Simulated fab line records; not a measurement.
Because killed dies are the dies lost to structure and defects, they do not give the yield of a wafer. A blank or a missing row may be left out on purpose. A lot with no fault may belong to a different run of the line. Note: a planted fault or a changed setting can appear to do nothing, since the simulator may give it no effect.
A single fault, viewed from 2 desks | flow n5-finfet | each desk holds nothing but its own numbers, with what lay behind them at the end

FOR THE TOOL OWNER'S DESK: litho-track-05
The tool's own readings at N5_BEOL_M0_SAQP_COAT_08 (resist thk 90 nm): means of the sampled wafers that have a number, for each lot that ran on this tool. The brackets show how far a lot's mean lies from the usual mean; more than 4 standard deviations puts the lot out of limits, marked OUT.
Columns: A = spin-speed-rpm at N5_BEOL_M0_SAQP_COAT_08, usual 1499.7 rpm
lot  | first seen here | A
L626 | day 6 14:06     | 1499.8
L629 | day 7 12:16     | 1500.6
L632 | day 8 06:39     | 1499.2
L641 | day 10 11:58    | 1616.2 (+99 or more) OUT
L644 | day 11 04:19    | 1617.2 (+99 or more) OUT
This desk's verdict: out of limits on L641, L644, starting with L641 at day 10 11:58 (spin-speed-rpm at N5_BEOL_M0_SAQP_COAT_08). L626, L629, L632: within limits.

THE METROLOGY DESK
Means of the sampled wafers that have a number, per lot and without regard to the tool the lot ran on: this is what the gauges read. The brackets show how far a lot's mean lies from the usual mean; more than 4 standard deviations puts the lot out of limits, marked OUT. 7 of its 10 readings are shown, namely those furthest out on some lot.
Columns: A = DIBL_N at N5_BEOL_M4_RC_MEAS_101, usual 37.5 mV/V; B = IOFF_N at N5_BEOL_M4_RC_MEAS_101, usual 0.18 nA/um; C = IOFF_P at N5_BEOL_M4_RC_MEAS_101, usual 0.24 nA/um; D = ION_N at N5_BEOL_M4_RC_MEAS_101, usual 677 uA/um; E = ION_P at N5_BEOL_M4_RC_MEAS_101, usual 464 uA/um; F = SS_N at N5_BEOL_M4_RC_MEAS_101, usual 72.0 mV/dec; G = VT_P at N5_BEOL_M4_RC_MEAS_101, usual -249 mV
lot  | first seen here | A    | B    | C    | D   | E   | F    | G
L623 | day 8 05:43     | 36.8 | 0.17 | 0.20 | 684 | 468 | 72.3 | -252
L624 | day 8 13:19     | 37.2 | 0.17 | 0.22 | 664 | 453 | 72.4 | -253
L626 | day 9 03:02     | 35.7 | 0.18 | 0.22 | 680 | 464 | 72.1 | -251
L629 | day 10 00:06    | 38.7 | 0.21 | 0.27 | 676 | 464 | 72.0 | -246
L631 | day 10 09:12    | 36.1 | 0.18 | 0.23 | 666 | 460 | 72.1 | -248
L632 | day 10 12:13    | 36.7 | 0.18 | 0.22 | 659 | 447 | 72.4 | -253
L633 | day 11 04:28    | 37.2 | 0.15 | 0.20 | 676 | 464 | 71.2 | -248
L635 | day 11 05:20    | 37.0 | 0.20 | 0.24 | 681 | 462 | 72.8 | -248
L639 | day 12 09:40    | 39.4 | 0.20 | 0.26 | 670 | 462 | 71.8 | -247
L641 | day 13 02:38    | 38.4 | 0.22 | 0.28 | 686 | 473 | 72.2 | -246
L644 | day 13 19:04    | 36.9 | 0.17 | 0.20 | 667 | 454 | 72.2 | -252
Result from this desk: across the 11 lots, nothing is out of limits.

BROUGHT TOGETHER
At day 10 11:58, on L641, L644, the tool owner's desk was in a position to raise an alarm.
The metrology desk saw nothing out of limits.
The metrology desk has L641, L644 on record, within its limits.
On litho-track-05, each named lot ran N5_BEOL_M0_SAQP_COAT_08.

WHAT THE SIMULATOR HAD INSERTED
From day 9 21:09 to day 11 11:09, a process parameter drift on litho-track-05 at N5_BEOL_M0_SAQP_COAT_08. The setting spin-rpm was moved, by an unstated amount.
Shown lots that were struck: L641, L644.
Each desk's first reading out of limits, in hours after the fault started: the tool owner's desk, 15.
